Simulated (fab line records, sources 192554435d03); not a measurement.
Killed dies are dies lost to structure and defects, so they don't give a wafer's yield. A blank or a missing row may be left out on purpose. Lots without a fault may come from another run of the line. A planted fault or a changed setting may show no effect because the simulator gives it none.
Chamber matching | flow n5_finfet | N5_MOL_CONTACT_COAG_CMP_28 on cmp-01: 4 sister chambers
The step polishes, stops on SiNx, t overpolish 0.85 s, target thk 14.522 nm. 7 wafers are shown with their chamber, then 8 later ones without.

WAFERS WITH THEIR CHAMBER
wafer  | chamber | motor_current_A (A) | time_to_endpoint_s (s)
L076.1 | 3       | 12.1                | 1.0
L079.1 | 0       | 12.4                | 4.1
L082.2 | 0       | 11.9                | 4.6
L083.2 | 2       | 11.6                | 3.6
L083.4 | 1       | 10.8                | 3.8
L083.6 | 1       | 10.8                | 6.2
L085.1 | 2       | 11.8                | 7.2

WAFERS WITHOUT THEIR CHAMBER
wafer  | motor_current_A (A) | time_to_endpoint_s (s)
L085.5 | 12.8                | 4.3
L085.6 | 11.7                | 5.9
L086.1 | 12.4                | 6.3
L086.2 | 11.3                | 7.6
L086.4 | 11.7                | 3.2
L092.2 | 10.5                | 4.9
L092.4 | 12.2                | 4.5
L092.6 | 12.0                | 6.7

WHICH CHAMBER EACH WENT THROUGH
wafer  | from the rows above          | in truth
L085.5 | can't be placed: 0 or 3      | 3
L085.6 | can't be placed: 2 or 0      | 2
L086.1 | can't be placed: 0 or 2 or 3 | 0
L086.2 | can't be placed: 2 or 1      | 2
L086.4 | can't be placed: 2 or 0 or 3 | 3
L092.2 | 1                            | 1
L092.4 | can't be placed: 0 or 3      | 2
L092.6 | can't be placed: 0 or 2 or 3 | 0
Placed correctly: 1 of 8. Can't be placed from these rows: 7 (the true chamber is among the candidates in 6). Placed wrongly: 0.
How it was worked out, from the rows above alone: a wafer's distance from a chamber is the root of the sum, over the readings, of the square of ((its reading less the chamber's mean) divided by the reading's scatter). The wafer belongs to the nearest chamber; if the next one is less than 2 further off, it can't be placed. A chamber's mean is the mean of its shown wafers. The scatter: the root of (the sum of the squares of (reading less its chamber's mean) over the shown wafers, divided by (wafers less chambers)).
